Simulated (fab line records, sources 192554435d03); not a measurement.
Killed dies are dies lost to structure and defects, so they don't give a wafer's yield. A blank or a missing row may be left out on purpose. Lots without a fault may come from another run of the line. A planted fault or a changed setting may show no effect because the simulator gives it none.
Split-lot experiment | flow n5_finfet | 7 lots, 39 wafers read, on a route of 1938 steps

THE SPLIT
At N5_BEOL_M5_DESCUM_16 (chemistry O2, time 7 s), the setting time_s was moved away from the recipe's 7 s on 18 of the 39 wafers read, by -30.2% to +49.1%. The other wafers ran this setting at the recipe's value.

The reading is taken at the split's own step.

THE READING
CAR-EUV_of_BEOL_M5_COAT_05.thk_nm (the simulator's own value, which no gauge read), in nm, at N5_BEOL_M5_DESCUM_16 (chemistry O2, time 7 s). The file gives no usual value for it. The 21 wafers here that ran the recipe average 26.0 nm, standard deviation 0.11 nm.

wafer  | tool, chamber at the split | time_s as run, s | against the recipe | CAR-EUV_of_BEOL_M5_COAT_05.thk_nm, nm | against lot-mates on the recipe
L078.1 | rie_diel-06, 1,0,0         | 8.363            | +19.5%             | 25.4                                  | -0.7
L078.4 | rie_diel-06, 1,0,0         | 8.363            | +19.5%             | 25.4                                  | -0.7
L078.6 | rie_diel-06, 1,0,0         | 8.363            | +19.5%             | 25.4                                  | -0.7
L078.2 | rie_diel-06, 3,1           | 7                | recipe             | 26                                    | -
L078.5 | rie_diel-06, 3,1           | 7                | recipe             | 26                                    | -
L078.3 | rie_diel-06, 2             | 7                | recipe             | 26.2                                  | -
L083.1 | rie_diel-02, 3,3,0         | 5.05             | -27.9%             | 27                                    | +1.0
L083.5 | rie_diel-02, 3,3,0         | 5.05             | -27.9%             | 27                                    | +1.0
L083.6 | rie_diel-02, 3,3,0         | 5.05             | -27.9%             | 27                                    | +1.0
L083.2 | rie_diel-02, 2,0,2         | 7                | recipe             | 26                                    | -
L083.3 | rie_diel-02, 2,0,2         | 7                | recipe             | 26                                    | -
L083.4 | rie_diel-02, 2,0,2         | 7                | recipe             | 26                                    | -
L086.1 | rie_diel-06, 1             | 7                | recipe             | 26                                    | -
L086.2 | rie_diel-06, 2,3,0         | 8.738            | +24.8%             | 25.2                                  | -0.9
L086.4 | rie_diel-06, 2,3,0         | 8.738            | +24.8%             | 25.2                                  | -0.9
L086.5 | rie_diel-06, 2,3,0         | 8.738            | +24.8%             | 25.2                                  | -0.9
L086.3 | rie_diel-06, 0,1           | 7                | recipe             | 26.2                                  | -
L086.6 | rie_diel-06, 0,1           | 7                | recipe             | 26.2                                  | -
L088.1 | rie_diel-02, 3             | 7                | recipe             | 26.2                                  | -
L088.2 | rie_diel-02, 2             | 4.883            | -30.2%             | 27                                    | +0.9
L088.3 | rie_diel-02, 0,1           | 4.883            | -30.2%             | 27.2                                  | +1.1
L088.4 | rie_diel-02, 0,1           | 4.883            | -30.2%             | 27.2                                  | +1.1
L088.5 | rie_diel-02, 3,2           | 7                | recipe             | 26                                    | -
L088.6 | rie_diel-02, 3,2           | 7                | recipe             | 26                                    | -
L092.1 | rie_diel-06, 1,2           | 7                | recipe             | 26                                    | -
L092.3 | rie_diel-06, 1,2           | 7                | recipe             | 26                                    | -
L092.2 | rie_diel-06, 0,0,1         | 10.38            | +48.3%             | 24.2                                  | -1.7
L092.5 | rie_diel-06, 0,0,1         | 10.38            | +48.3%             | 24.2                                  | -1.7
L092.6 | rie_diel-06, 0,0,1         | 10.38            | +48.3%             | 24.2                                  | -1.7
L092.4 | rie_diel-06, 3             | 7                | recipe             | 25.8                                  | -
L094.2 | rie_diel-04, 0,1           | 7                | recipe             | 26                                    | -
L094.6 | rie_diel-04, 0,1           | 7                | recipe             | 26                                    | -
L094.3 | rie_diel-04, 3             | 7                | recipe             | 26.2                                  | -
L096.1 | rie_diel-04, 2,0           | 7                | recipe             | 26                                    | -
L096.6 | rie_diel-04, 2,0           | 7                | recipe             | 26                                    | -
L096.2 | rie_diel-04, 3,1,0         | 10.44            | +49.1%             | 24.4                                  | -1.7
L096.3 | rie_diel-04, 3,1,0         | 10.44            | +49.1%             | 24.4                                  | -1.7
L096.4 | rie_diel-04, 3,1,0         | 10.44            | +49.1%             | 24.4                                  | -1.7
L096.5 | rie_diel-04, 3             | 7                | recipe             | 26.2                                  | -
Where a row lists several chambers, the file gives one row for several wafers and doesn't say which wafer went through which chamber.

THE FIT
A straight line over all 39 wafers: CAR-EUV_of_BEOL_M5_COAT_05.thk_nm changes by -0.0354 nm for each +1% of time_s; r = -0.99; the points scatter about the line by 0.098 nm.
The same after taking each lot's own level away (the mean of its wafers on the recipe; 39 wafers): -0.0352 nm for each +1%; r = -1.00; scatter 0.076 nm.
On that fit, the largest move of time_s shifts the reading by 1.7 nm.
The lots' own levels span 25.93 to 26.13 nm, that is 1.9 times the standard deviation above.
So the lot-to-lot level changes the slope little: the two slopes agree.
Check: with one of the wafers moved furthest among these (+49.1%) left out of the fit, the line predicts -1.74 nm for it against its lot-mates. It came out at -1.67 nm against them.

OTHER SPLITS ON THESE WAFERS
These wafers also went through other splits before the reading. Each is held against what the fit with the lots' levels taken away leaves over:
other split on the same wafers     | wafers away from the commonest value | r with CAR-EUV_of_BEOL_M5_COAT_05.thk_nm (lot level and that fit taken away)
N5_BEOL_M4_SPUTTER_88 target_thk_a | 15                                   | +0.06

THE FILE'S OWN FIT
CAR-EUV_of_BEOL_M5_COAT_05.thk_nm changes by -0.0352 nm for each +1% of time_s, r = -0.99.
